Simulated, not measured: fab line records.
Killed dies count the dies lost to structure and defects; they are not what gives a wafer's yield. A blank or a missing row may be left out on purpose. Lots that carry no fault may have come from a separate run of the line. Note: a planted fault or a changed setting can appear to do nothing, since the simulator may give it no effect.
Problem report, 8D (eight disciplines) form, completed by code || flow nand-harc || the parts of the form that need people (team, actions taken, sign-off) are left out

## 1. WHAT IS WRONG
Mean of thk-nm at NHARC_A_ONON_D1_THK_MEAS_11: 685 nm across 6 wafers in 2 lots; on wafers with no fault it is 1005 nm (standard deviation 9.7). That puts it -33 standard deviations away from the usual mean.
The step: measures by ellipsometry.
Seen first at day 9 11:36 on film-metro-02, wafer L163.2. At this step, 42 wafers from 14 lots have a number in the record. The rule behind "out" and "out of limits": a value lying over 4 standard deviations away from the usual mean. The other wafers with a number count as sound.

## 2. WHAT IT IS, AND WHAT IT ISN'T
{"question": "which readings at this step", "is": "thk-nm", "is not": "-"}
{"question": "which lots", "is": "L163, L165", "is not": "L156, L157, L159, L160, L161, L162, L173, L174, L176, L177, L178, L179"}
{"question": "which wafers of those lots", "is": "all that have a number", "is not": "-"}
{"question": "read on which gauges", "is": "film-metro-02", "is not": "film-metro-01"}
{"question": "when", "is": "from day 9 11:36", "is not": "up to then (18 sound wafers); but 18 sound wafers of L173, L174, L176, L177, L178, L179 came after"}

## 3. WHAT RULES OUT EACH SUSPECT
Counting: any tool at a process step up to the reading is kept as a suspect provided that every lot that is out went through it and no sound lot did after the first of them.
- the gauge at NHARC_A_ONON_D1_THK_MEAS_11: kept. All the wafers that are out were read on film-metro-02, and no step on other tools shows them out.
- rie-si-01 at NHARC_A_ZERO_WELL_ETCH_13 (etches the open film in HBr/Cl2, target depth 120 nm, time 40.1 s): ruled out as a lasting fault. The sound lots L173 went through it after L163, its earliest lot that is out (day 8 10:59).
- pecvd-onon-03 at NHARC_A_ONON_D1_DEP_09 (target thk 1000 nm): ruled out as a lasting fault. The sound lots L179 went through it after L163, its earliest lot that is out (day 9 11:08).
The count leaves film-metro-02 at NHARC_A_ONON_D1_THK_MEAS_11.

## 4. THE CAUSE (what the simulator had put in)
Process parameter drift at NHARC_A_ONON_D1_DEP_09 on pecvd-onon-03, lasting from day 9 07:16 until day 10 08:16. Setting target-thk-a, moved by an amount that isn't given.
Counting ruled it out, wrongly: the rule takes a fault to strike every lot that its tool runs from its start on, and this one did not.

## 5. THE EFFECT CHAIN, in route order
Each row: a reading where the mean over the struck wafers with a number is more than 3 standard deviations away from the usual. Only readings whose record carries a usual standard deviation are examined. hours: median over the lots of the time between each lot's start at the first step of this table that gives one and its start at this step. sigmas: the change, counted in usual standard deviations.
{"hours": 0, "step": "NHARC_A_ONON_D1_THK_MEAS_11", "reading": "thk-nm", "usual": "1005 nm", "on struck wafers": 685, "change": -320, "sigmas": -33}

## 6. HOW IT WOULD HAVE BEEN CAUGHT EARLIER
4 hours passed between the start of the fault at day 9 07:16 and the first reading out of limits at a measuring or inspecting step in this record, taken at day 9 11:36.
Tool readings at NHARC_A_ONON_D1_DEP_09 with a usual standard deviation given in the record: none out on any struck wafer, hence no alarm at a limit of 4 standard deviations on them.
